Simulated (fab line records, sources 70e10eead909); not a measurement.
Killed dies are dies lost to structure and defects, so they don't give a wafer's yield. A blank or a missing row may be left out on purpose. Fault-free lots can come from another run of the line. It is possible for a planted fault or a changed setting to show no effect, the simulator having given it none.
Chamber matching -- flow nand-harc -- ald-hk-02 running NHARC_A_STAIRCASE_ALD_420: 4 sister chambers
The step deposits SiO2, target thk 20 nm, pulse time 6 s, ald cycles 200. 8 wafers are shown with their chamber, then 8 later ones without.

EACH WAFER AND ITS CHAMBER
wafer,chamber,heater-power-w (W),precursor-pulse-height-rel
L091.5,0,441,1.022
L092.1,1,436,0.993
L092.3,3,546,1.001
L092.5,2,418,0.984
L094.1,1,441,0.995
L094.2,3,556,1.034
L094.3,2,427,0.948
L095.1,0,456,1.000

WAFERS MISSING THEIR CHAMBER
wafer,heater-power-w (W),precursor-pulse-height-rel
L095.3,435,1.038
L095.4,409,1.005
L097.2,417,1.008
L097.5,425,0.996
L097.6,557,0.997
L097.1,428,1.014
L097.3,545,0.996
L097.4,442,0.996

CHAMBER TAKEN BY EACH
wafer,from the rows above,in truth
L095.3,can't be placed: 0 or 1 or 2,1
L095.4,can't be placed: 2 or 1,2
L097.2,can't be placed: 2 or 1 or 0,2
L097.5,can't be placed: 2 or 1 or 0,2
L097.6,3,3
L097.1,can't be placed: 1 or 2 or 0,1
L097.3,3,3
L097.4,can't be placed: 1 or 0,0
2 of 8 placed correctly. From these rows, 6 cannot be placed; in 6 the true chamber is one of the candidates. Placed wrongly: 0.
How it was worked out, from the rows above alone: a wafer's distance from a chamber is the root of the sum, over the readings, of the square of ((its reading less the chamber's mean) divided by the reading's scatter). If the next closest chamber is less than 2 further off than the closest, the wafer can't be placed; otherwise it belongs to the closest. For every chamber, the mean is computed from those of its wafers that are shown. The scatter: the root of (the sum of the squares of (reading less its chamber's mean) over the shown wafers, divided by (wafers less chambers)).
